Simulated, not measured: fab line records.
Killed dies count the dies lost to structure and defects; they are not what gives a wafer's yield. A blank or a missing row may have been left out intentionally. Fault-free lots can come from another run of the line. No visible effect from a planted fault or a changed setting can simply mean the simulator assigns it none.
What tool caused it? + flow n5 finfet + Sampling: 13 lots, 33 wafers, 5 of 1938 route steps

WHAT THE GAUGES READ, wafer by wafer
N5_BEOL_M6_RS_MEAS_57: measures by four-point-probe. Usual: for M6_RS the level is 0.280 ohm/sq and the standard deviation is 0.0083.
| lot  | measured     | on            | M6_RS (ohm/sq)    | flag |
|------|--------------|---------------|-------------------|------|
| L721 | day 8 23:04  | film metro-02 | 0.271 0.288 0.280 |      |
| L720 | day 8 23:04  | film metro-02 | 0.284 0.277       |      |
| L722 | day 9 04:34  | film metro-02 | 0.292 0.285       |      |
| L723 | day 9 23:37  | film metro-02 | 0.278 0.274 0.291 |      |
| L724 | day 10 03:53 | film metro-01 | 0.270 0.282 0.282 |      |
| L725 | day 10 09:24 | film metro-02 | 0.285 0.282 0.279 |      |
| L728 | day 11 03:17 | film metro-01 | 0.278 0.289 0.280 |      |
| L735 | day 13 12:11 | film metro-01 | 0.289 0.262 0.270 |      |
| L738 | day 13 18:06 | film metro-01 | 0.263 0.272       |      |
| L740 | day 14 08:10 | film metro-02 | 0.291 0.282       |      |
| L741 | day 14 10:17 | film metro-02 | 0.288 0.291       |      |
| L742 | day 14 14:58 | film metro-01 | 0.263 0.284       |      |
| L743 | day 14 17:51 | film metro-01 | 0.283 0.280 0.276 |      |

N5_BEOL_M7_THK_MEAS_01. Usual: for M7_ILD_THK the level is 156.5 nm and the standard deviation is 1.8.
| lot  | measured     | on            | M7_ILD_THK (nm)   | flag |
|------|--------------|---------------|-------------------|------|
| L721 | day 8 23:42  | film metro-02 | 155.7 155.1 156.1 |      |
| L720 | day 8 23:42  | film metro-02 | 154.1 153.0       |      |
| L722 | day 9 05:12  | film metro-02 | 154.1 154.6       |      |
| L723 | day 10 00:29 | film metro-01 | 157.8 154.4 156.7 |      |
| L724 | day 10 05:02 | film metro-01 | 154.1 155.0 157.3 |      |
| L725 | day 10 10:05 | film metro-01 | 154.7 156.2 159.0 |      |
| L728 | day 11 04:12 | film metro-01 | 142.4 154.7 156.3 |      |
| L735 | day 13 12:49 | film metro-02 | 154.2 157.5 158.6 |      |
| L738 | day 13 18:44 | film metro-01 | 155.6 156.5       |      |
| L740 | day 14 08:48 | film metro-01 | 156.0 155.3       |      |
| L741 | day 14 10:56 | film metro-02 | 158.7 158.5       |      |
| L742 | day 14 15:36 | film metro-01 | 155.4 157.5       |      |
| L743 | day 14 18:31 | film metro-02 | 155.8 157.1 158.1 |      |

N5_BEOL_M7_CD_MEAS_11: the cd target is 38.5 nm. Usual: cd nm 38.6 nm, standard deviation 0.52.
| lot  | measured     | on        | cd nm (nm)     | flag |
|------|--------------|-----------|----------------|------|
| L721 | day 9 00:44  | cd sem-01 | 38.0 39.0 38.6 |      |
| L720 | day 9 07:17  | cd sem-02 | 38.2 38.1      |      |
| L722 | day 9 07:19  | cd sem-01 | 37.3 37.8      |      |
| L723 | day 10 01:39 | cd sem-03 | 39.8 39.0 38.4 |      |
| L724 | day 10 06:17 | cd sem-01 | 37.9 38.4 38.3 |      |
| L725 | day 10 11:30 | cd sem-03 | 39.0 38.8 38.3 |      |
| L728 | day 11 05:38 | cd sem-03 | 38.9 39.8 38.5 |      |
| L735 | day 13 13:38 | cd sem-01 | 39.0 38.9 38.9 |      |
| L738 | day 13 21:53 | cd sem-02 | 39.2 39.3      |      |
| L740 | day 14 10:12 | cd sem-01 | 39.2 38.8      |      |
| L741 | day 14 13:33 | cd sem-03 | 38.4 38.0      |      |
| L742 | day 14 17:00 | cd sem-03 | 39.4 39.0      |      |
| L743 | day 14 20:25 | cd sem-01 | 39.5 38.7 39.2 |      |

WHICH TOOL RAN EACH LOT (tool, then ch and the chambers of the sampled wafers, then the start)
| lot  | N5_BEOL_M6_SPUTTER_48        | N5_BEOL_M7_ILD_DEP_00         |
|------|------------------------------|-------------------------------|
| L721 | pvd sputter-03, day 8 21:22  | pecvd-03 ch 0,1, day 8 23:07  |
| L720 | pvd sputter-03, day 8 21:26  | pecvd-01 ch 0,2, day 8 23:07  |
| L722 | pvd sputter-01, day 9 03:37  | pecvd-01 ch 0,1, day 9 04:37  |
| L723 | pvd sputter-01, day 9 22:31  | pecvd-03 ch 0,2, day 9 23:41  |
| L724 | pvd sputter-02, day 10 02:55 | pecvd-01 ch 0,2, day 10 03:58 |
| L725 | pvd sputter-03, day 10 08:25 | pecvd-03 ch 0,2, day 10 09:29 |
| L728 | pvd sputter-01, day 11 02:20 | pecvd-03 ch 0,2, day 11 03:20 |
| L735 | pvd sputter-03, day 13 11:04 | pecvd-04 ch 0,1, day 13 12:14 |
| L738 | pvd sputter-01, day 13 16:39 | pecvd-04 ch 0,2, day 13 18:10 |
| L740 | pvd sputter-02, day 14 06:45 | pecvd-03 ch 0, day 14 08:13   |
| L741 | pvd sputter-03, day 14 09:19 | pecvd-03 ch 0,2, day 14 10:22 |
| L742 | pvd sputter-02, day 14 13:47 | pecvd-04 ch 1,2, day 14 15:01 |
| L743 | pvd sputter-03, day 14 16:53 | pecvd-03 ch 0,1, day 14 17:55 |
- N5_BEOL_M6_SPUTTER_48: material Cu, target thk 10 nm, time 1.667 s.
- N5_BEOL_M7_ILD_DEP_00: deposits SiCOH lowk from DEMS/porogen, target thk 179.75 nm, time 33.4 s.

WHAT THE TOOLS THEMSELVES READ (means of the sampled wafers that have a number; where no wafer has one, the mark that the record gives instead)
N5_BEOL_M6_SPUTTER_48. Usual: chamber pressure pa 0.13 Pa, standard deviation 0.00027; substrate temp c -20.00 C, standard deviation 0.11; throttle valve pct 30.2 %, standard deviation 0.89.
| lot  | tool           | chamber pressure pa (Pa) | substrate temp c (C) | throttle valve pct (%) | flag |
|------|----------------|--------------------------|----------------------|------------------------|------|
| L721 | pvd sputter-03 | 0.13                     | -19.98               | 30.2                   |      |
| L720 | pvd sputter-03 | 0.13                     | -20.05               | 30.0                   |      |
| L722 | pvd sputter-01 | 0.13                     | -20.05               | 31.5                   |      |
| L723 | pvd sputter-01 | 0.13                     | -19.92               | 30.7                   |      |
| L724 | pvd sputter-02 | 0.13                     | -20.08               | 29.3                   |      |
| L725 | pvd sputter-03 | 0.13                     | -20.03               | 29.6                   |      |
| L728 | pvd sputter-01 | 0.13                     | -20.06               | 30.7                   |      |
| L735 | pvd sputter-03 | 0.13                     | -19.95               | 30.8                   |      |
| L738 | pvd sputter-01 | 0.13                     | -20.11               | 31.4                   |      |
| L740 | pvd sputter-02 | 0.13                     | -20.01               | 29.6                   |      |
| L741 | pvd sputter-03 | 0.13                     | -20.05               | 29.8                   |      |
| L742 | pvd sputter-02 | 0.13                     | -19.93               | 29.5                   |      |
| L743 | pvd sputter-03 | 0.13                     | -20.03               | 30.5                   |      |

N5_BEOL_M7_ILD_DEP_00. Usual: heater power w 309 W, standard deviation 54; showerhead plenum p Torr 5.743 Torr, standard deviation 0.014; throttle valve pct 13.7 %, standard deviation 0.67.
| lot  | tool     | heater power w (W) | showerhead plenum p Torr (Torr) | throttle valve pct (%) | flag |
|------|----------|--------------------|---------------------------------|------------------------|------|
| L721 | pecvd-03 | 323                | 5.741                           | 14.4                   |      |
| L720 | pecvd-01 | 374                | 5.746                           | 12.8                   |      |
| L722 | pecvd-01 | 299                | 5.752                           | 13.6                   |      |
| L723 | pecvd-03 | 302                | 5.753                           | 13.9                   |      |
| L724 | pecvd-01 | 365                | 5.741                           | 12.8                   |      |
| L725 | pecvd-03 | 304                | 5.752                           | 13.4                   |      |
| L728 | pecvd-03 | 319                | 5.747                           | 13.9                   |      |
| L735 | pecvd-04 | 299                | 5.715                           | 13.9                   |      |
| L738 | pecvd-04 | 276                | 5.743                           | 13.3                   |      |
| L740 | pecvd-03 | 279                | 5.733                           | 14.6                   |      |
| L741 | pecvd-03 | 282                | 5.745                           | 13.6                   |      |
| L742 | pecvd-04 | 270                | 5.733                           | 13.4                   |      |
| L743 | pecvd-03 | 334                | 5.750                           | 14.3                   |      |

THE ANSWER, worked out from the rows above alone
Rule: take the mean of a lot's wafers that have a number; if it is more than 3 standard deviations from the usual mean, the lot is off. A lot without any number at a reading at which 4 lots or more have one is off too. All remaining lots with rows at the step are treated as sound. After the gauges, taken in route order, come the tools' own readings; for these a lot's mean is taken, as printed above. The first step at which some lot is off is used, and at that step the reading that is off furthest; a lot without a number counts as furthest.
No lot is off at any reading shown: from this, nothing can be told.

WHAT HAD BEEN PUT IN BY THE SIMULATOR
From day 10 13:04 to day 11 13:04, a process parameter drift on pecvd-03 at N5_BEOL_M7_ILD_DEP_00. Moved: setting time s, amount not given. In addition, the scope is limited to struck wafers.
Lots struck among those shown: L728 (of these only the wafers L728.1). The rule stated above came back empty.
